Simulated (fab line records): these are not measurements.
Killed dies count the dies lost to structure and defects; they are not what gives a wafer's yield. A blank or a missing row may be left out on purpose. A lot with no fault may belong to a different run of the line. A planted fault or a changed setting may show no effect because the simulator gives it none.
Chamber matching | flow n5 finfet | N5_MOL_CONTACT_COAG_CONTACT_ETCH_14 on rie diel-03: 4 sister chambers
The step etches SiO2 in C4F6/O2, target depth 27.5 nm, overetch 8.5 nm, time 20 s. 4 wafers are shown with their chamber, then 8 later ones without.

== WAFERS PAIRED WITH THEIR CHAMBERS ==
wafer  | chamber | showerhead plenum p Torr (Torr)
L074.4 | 2       | 2.75
L086.2 | 3       | 2.73
L086.3 | 0       | 2.84
L092.1 | 1       | 3.00

== WAFERS WITH NO CHAMBER GIVEN ==
wafer  | showerhead plenum p Torr (Torr)
L092.3 | 2.73
L092.6 | 3.00
L096.1 | 2.83
L096.2 | 2.73
L096.4 | 3.00
L097.3 | 3.00
L097.5 | 2.72
L097.6 | 2.83

== WHICH CHAMBER EACH WENT THROUGH ==
wafer  | from the rows above | in truth
L092.3 | 3                   | 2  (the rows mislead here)
L092.6 | 1                   | 1
L096.1 | 0                   | 0
L096.2 | 3                   | 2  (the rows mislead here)
L096.4 | 1                   | 1
L097.3 | 1                   | 1
L097.5 | 3                   | 3
L097.6 | 0                   | 0
6 of 8 placed correctly. Number that these rows cannot place: 0. Number placed wrongly: 2.
How it was worked out, from the rows above alone: a wafer's distance from a chamber is the root of the sum, over the readings, of the square of ((its reading less the chamber's mean) divided by the reading's scatter). The wafer belongs to the nearest chamber; if the next one is less than 2 further off, it can't be placed. The mean given for a chamber averages the wafers shown for that chamber. The scatter (one wafer shown for each chamber): square how far every hidden wafer sits from the nearest shown wafer, average those squares and take the square root.
